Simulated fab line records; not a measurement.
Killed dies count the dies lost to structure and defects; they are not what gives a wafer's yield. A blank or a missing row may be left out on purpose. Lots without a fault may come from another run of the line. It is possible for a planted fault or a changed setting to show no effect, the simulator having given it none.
Which tool did it? || flow nandHarc || 7 lots with 21 wafers sampled at 3 steps, on a route of 1302 steps

== WHAT THE GAUGES SHOWED, per wafer ==
NHARC_A_ONON_D1_THK_MEAS_24: measures by ellipsometry.
{"lot": "L232", "measured": "day 8 19:03", "on": "filmMetro-01", "thkNm (nm)": "987 987 986"}
{"lot": "L236", "measured": "day 10 13:19", "on": "filmMetro-01", "thkNm (nm)": "982 1138 982"}
{"lot": "L246", "measured": "day 14 10:40", "on": "filmMetro-01", "thkNm (nm)": "993 990 991"}
{"lot": "L247", "measured": "day 15 06:04", "on": "filmMetro-02", "thkNm (nm)": "994 995 994"}
{"lot": "L248", "measured": "day 15 21:02", "on": "filmMetro-02", "thkNm (nm)": "996 995 996"}
{"lot": "L251", "measured": "day 16 16:26", "on": "filmMetro-01", "thkNm (nm)": "1008 1007 1006"}
{"lot": "L253", "measured": "day 17 11:41", "on": "filmMetro-02", "thkNm (nm)": "999 998 998"}

== TOOL THAT RAN EACH LOT (tool first, then ch and the chambers of the sampled wafers, then the start) ==
{"lot": "L232", "NHARC_P_BONDPAD_ETCH_37": "rieDiel-11 ch 1,2,3, day 7 02:56", "NHARC_A_ONON_D1_DEP_22": "pecvdOnon-03 ch 0, day 8 18:33"}
{"lot": "L236", "NHARC_P_BONDPAD_ETCH_37": "rieDiel-11 ch 1,2,3, day 8 20:56", "NHARC_A_ONON_D1_DEP_22": "pecvdOnon-04 ch 0, day 10 12:56"}
{"lot": "L246", "NHARC_P_BONDPAD_ETCH_37": "rieDiel-09 ch 1,2,3, day 12 17:32", "NHARC_A_ONON_D1_DEP_22": "pecvdOnon-03 ch 0, day 14 10:16"}
{"lot": "L247", "NHARC_P_BONDPAD_ETCH_37": "rieDiel-09 ch 0,1,2, day 13 10:29", "NHARC_A_ONON_D1_DEP_22": "pecvdOnon-03 ch 0, day 15 05:33"}
{"lot": "L248", "NHARC_P_BONDPAD_ETCH_37": "rieDiel-11 ch 0,1,2, day 14 08:02", "NHARC_A_ONON_D1_DEP_22": "pecvdOnon-01 ch 0, day 15 20:35"}
{"lot": "L251", "NHARC_P_BONDPAD_ETCH_37": "rieDiel-09 ch 0,1,3, day 14 23:27", "NHARC_A_ONON_D1_DEP_22": "pecvdOnon-03 ch 0, day 16 15:55"}
{"lot": "L253", "NHARC_P_BONDPAD_ETCH_37": "rieDiel-09 ch 0,2,3, day 15 22:11", "NHARC_A_ONON_D1_DEP_22": "pecvdOnon-04 ch 0, day 17 11:11"}
- NHARC_P_BONDPAD_ETCH_37: etches the open film in N2/H2, target depth 60 nm, overetch 18 nm, time 65.91 s.
- NHARC_A_ONON_D1_DEP_22: target thk 1000 nm.

== THE ANSWER, worked out from the rows above alone ==
Rule: what is usual is taken from the lots themselves. Put in order of their means at a reading, lots are off if they are a third of the lots or fewer, leave a main group of 4 or more, and stand apart from it by a gap of 3 or more times the standard deviation of the main group's means; of several such gaps the widest counts. Not used: any main group whose means are identical at the precision the tables above print for the reading. A lot without any number at a reading at which 4 lots or more have one is off too. Where the step has rows for the other lots, those lots are counted as sound.
Off at NHARC_A_ONON_D1_THK_MEAS_24 (thkNm): L236. Mean 996 nm and standard deviation 6.3 in the main group.
A tool fits if, at a process step before that reading, it ran every lot that is off, and no sound lot after the first of them. The gauges at NHARC_A_ONON_D1_THK_MEAS_24 are tried like those tools. No candidate that was tried fits.

== WHAT THE SIMULATOR HAD INSERTED ==
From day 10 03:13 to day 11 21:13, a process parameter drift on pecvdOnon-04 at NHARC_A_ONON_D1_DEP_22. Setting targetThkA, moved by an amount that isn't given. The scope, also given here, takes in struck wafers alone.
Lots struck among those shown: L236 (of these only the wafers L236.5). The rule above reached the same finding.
